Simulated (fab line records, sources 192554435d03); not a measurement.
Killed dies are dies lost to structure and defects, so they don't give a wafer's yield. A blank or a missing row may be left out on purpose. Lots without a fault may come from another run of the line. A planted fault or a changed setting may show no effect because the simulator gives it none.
Chamber matching | flow n5_finfet | N5_BEOL_M4_CO_CAP_55 on cvd_co-01: 3 sister chambers
The step material Co, precursor CCTBA/H2, target thk 2 nm, time 102.1 s. 36 wafers are shown with their chamber, then 12 later ones without.

WAFERS WITH THEIR CHAMBER
wafer  | chamber | heater_power_w (W)
L075.2 | 0       | 228
L075.3 | 2       | 211
L075.5 | 2       | 214
L076.1 | 2       | 214
L076.2 | 0       | 223
L076.4 | 0       | 223
L077.1 | 2       | 217
L077.2 | 1       | 279
L077.3 | 0       | 229
L077.4 | 2       | 219
L077.5 | 1       | 270
L077.6 | 0       | 226
L079.4 | 0       | 222
L079.5 | 2       | 215
L079.6 | 1       | 273
L078.1 | 0       | 227
L078.5 | 2       | 216
L078.6 | 1       | 278
L082.1 | 2       | 217
L082.2 | 1       | 277
L082.4 | 1       | 276
L084.1 | 0       | 228
L084.2 | 2       | 212
L084.3 | 1       | 272
L084.4 | 2       | 212
L084.5 | 1       | 268
L084.6 | 0       | 224
L088.1 | 2       | 218
L088.2 | 1       | 280
L088.4 | 1       | 269
L091.1 | 1       | 268
L091.2 | 0       | 228
L091.3 | 2       | 216
L091.4 | 0       | 230
L091.5 | 2       | 219
L091.6 | 1       | 269

SIGNATURES (means of the wafers above)
reading        | chamber 0 | chamber 1 | chamber 2 | scatter within a chamber
heater_power_w | 226.18    | 273.25    | 215.38    | 3.42
Rule: a wafer's distance from a chamber is the root of the sum, over the readings, of the square of ((its reading less the chamber's mean) divided by the reading's scatter). The wafer belongs to the nearest chamber; if the next one is less than 2 further off, it can't be placed. The scatter: the root of (the sum of the squares of (reading less its chamber's mean) over the shown wafers, divided by (wafers less chambers)).

WAFERS WITHOUT THEIR CHAMBER
wafer  | heater_power_w (W)
L092.1 | 223
L092.2 | 264
L092.3 | 219
L092.4 | 271
L092.5 | 219
L092.6 | 224
L093.2 | 214
L093.3 | 226
L093.4 | 222
L096.1 | 230
L096.2 | 219
L096.4 | 268

WHICH CHAMBER EACH WENT THROUGH
wafer  | from the rows above     | in truth
L092.1 | can't be placed: 0 or 2 | 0
L092.2 | 1                       | 1
L092.3 | can't be placed: 2 or 0 | 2
L092.4 | 1                       | 1
L092.5 | can't be placed: 2 or 0 | 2
L092.6 | can't be placed: 0 or 2 | 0
L093.2 | 2                       | 2
L093.3 | 0                       | 0
L093.4 | can't be placed: 0 or 2 | 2
L096.1 | 0                       | 0
L096.2 | can't be placed: 2 or 0 | 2
L096.4 | 1                       | 1
Placed correctly: 6 of 12. Can't be placed from these rows: 6 (the true chamber is among the candidates in 6). Placed wrongly: 0.
